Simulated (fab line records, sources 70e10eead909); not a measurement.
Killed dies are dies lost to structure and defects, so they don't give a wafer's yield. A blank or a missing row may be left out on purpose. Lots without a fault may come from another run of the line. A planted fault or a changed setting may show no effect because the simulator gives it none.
Chamber matching | flow nand_harc | NHARC_A_STAIRCASE_TRIM_187 on rie_diel-11: 4 sister chambers
The step chemistry O2, time 211.2 s. 20 wafers are shown with their chamber, then 10 later ones without.

WAFERS WITH THEIR CHAMBER
wafer  | chamber | drypump_motor_current_A (A) | showerhead_plenum_p_Torr (Torr) | oes_product_au (a.u.)
L074.2 | 0       | 6.21                        | 3.30                            | 0.986
L074.5 | 0       | 6.19                        | 3.30                            | 0.989
L074.6 | 3       | 5.91                        | 3.48                            | 0.992
L077.1 | 1       | 5.46                        | 3.58                            | 1.001
L077.4 | 2       | 5.92                        | 3.43                            | 0.995
L077.5 | 2       | 5.96                        | 3.43                            | 0.990
L078.1 | 3       | 5.89                        | 3.47                            | 0.986
L078.2 | 1       | 5.48                        | 3.58                            | 0.995
L078.5 | 2       | 5.96                        | 3.43                            | 0.984
L079.2 | 1       | 5.50                        | 3.58                            | 1.008
L079.5 | 3       | 5.91                        | 3.47                            | 0.992
L079.6 | 0       | 6.20                        | 3.29                            | 0.987
L082.2 | 2       | 6.00                        | 3.42                            | 1.007
L082.3 | 0       | 6.20                        | 3.81                            | 0.997
L082.5 | 0       | 6.21                        | 3.81                            | 0.990
L084.1 | 3       | 5.91                        | 3.46                            | 0.986
L084.3 | 1       | 5.49                        | 3.57                            | 0.992
L084.5 | 3       | 5.92                        | 3.46                            | 1.004
L085.1 | 0       | 6.24                        | 3.80                            | 0.985
L085.2 | 1       | 5.49                        | 3.57                            | 0.989

SIGNATURES (means of the wafers above)
reading                  | chamber 0 | chamber 1 | chamber 2 | chamber 3 | scatter within a chamber
drypump_motor_current_A  | 6.2083    | 5.4840    | 5.9600    | 5.9080    | 0.0195
showerhead_plenum_p_Torr | 3.5517    | 3.5760    | 3.4275    | 3.4680    | 0.156
oes_product_au           | 0.98900   | 0.99700   | 0.99400   | 0.99200   | 0.00719
Rule: a wafer's distance from a chamber is the root of the sum, over the readings, of the square of ((its reading less the chamber's mean) divided by the reading's scatter). The wafer belongs to the nearest chamber; if the next one is less than 2 further off, it can't be placed. The scatter: the root of (the sum of the squares of (reading less its chamber's mean) over the shown wafers, divided by (wafers less chambers)).

WAFERS WITHOUT THEIR CHAMBER
wafer  | drypump_motor_current_A (A) | showerhead_plenum_p_Torr (Torr) | oes_product_au (a.u.)
L085.6 | 5.99                        | 3.42                            | 1.006
L090.1 | 5.94                        | 3.41                            | 0.996
L090.3 | 5.88                        | 3.45                            | 0.992
L090.5 | 6.21                        | 3.79                            | 0.974
L091.1 | 5.97                        | 3.41                            | 0.989
L091.3 | 5.92                        | 3.45                            | 0.993
L091.6 | 5.91                        | 3.45                            | 0.993
L094.1 | 5.95                        | 3.40                            | 1.008
L094.3 | 6.23                        | 3.78                            | 0.998
L094.4 | 5.92                        | 3.44                            | 0.993

WHICH CHAMBER EACH WENT THROUGH
wafer  | from the rows above     | in truth
L085.6 | 2                       | 2
L090.1 | can't be placed: 2 or 3 | 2
L090.3 | 3                       | 3
L090.5 | 0                       | 0
L091.1 | 2                       | 2
L091.3 | can't be placed: 3 or 2 | 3
L091.6 | 3                       | 3
L094.1 | can't be placed: 2 or 3 | 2
L094.3 | 0                       | 0
L094.4 | can't be placed: 3 or 2 | 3
Placed correctly: 6 of 10. Can't be placed from these rows: 4 (the true chamber is among the candidates in 4). Placed wrongly: 0.
